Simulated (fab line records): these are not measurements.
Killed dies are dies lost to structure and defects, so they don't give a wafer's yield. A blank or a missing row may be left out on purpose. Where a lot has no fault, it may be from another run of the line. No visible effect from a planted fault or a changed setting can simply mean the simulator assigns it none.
Matching of chambers | flow nand_harc | NHARC_A_STAIRCASE_ETCHBACK_157 on rie_diel-08: 4 sister chambers
The step etches the open film in CH3F/O2, target depth 90 nm, time 167.14 s. 4 wafers are shown with their chamber, then 8 later ones without.

## EACH WAFER AND ITS CHAMBER
wafer  | chamber | showerhead_plenum_p_Torr (Torr)
L079.6 | 3       | 2.52
L080.5 | 1       | 2.38
L080.6 | 2       | 2.52
L091.1 | 0       | 2.31

## WAFERS MISSING THEIR CHAMBER
wafer  | showerhead_plenum_p_Torr (Torr)
L091.2 | 2.37
L091.3 | 2.51
L096.1 | 2.30
L096.2 | 2.37
L096.6 | 2.51
L097.3 | 2.50
L097.4 | 2.30
L097.6 | 2.30

## WHICH CHAMBER EACH WENT THROUGH
wafer  | from the rows above     | in truth
L091.2 | 1                       | 1
L091.3 | can't be placed: 2 or 3 | 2
L096.1 | 0                       | 0
L096.2 | 1                       | 1
L096.6 | can't be placed: 2 or 3 | 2
L097.3 | can't be placed: 2 or 3 | 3
L097.4 | 0                       | 0
L097.6 | 0                       | 0
Correct placement for 5 of the 8. Unplaceable from these rows: 3, with the true chamber sitting among the candidates in 3. Wrongly placed: 0.
How it was worked out, from the rows above alone: a wafer's distance from a chamber is the root of the sum, over the readings, of the square of ((its reading less the chamber's mean) divided by the reading's scatter). The wafer belongs to the nearest chamber; if the next one is less than 2 further off, it can't be placed. For every chamber, the mean is computed from those of its wafers that are shown. The scatter: root of mean squared gap, hidden wafer to nearest shown wafer, with one shown wafer a chamber.
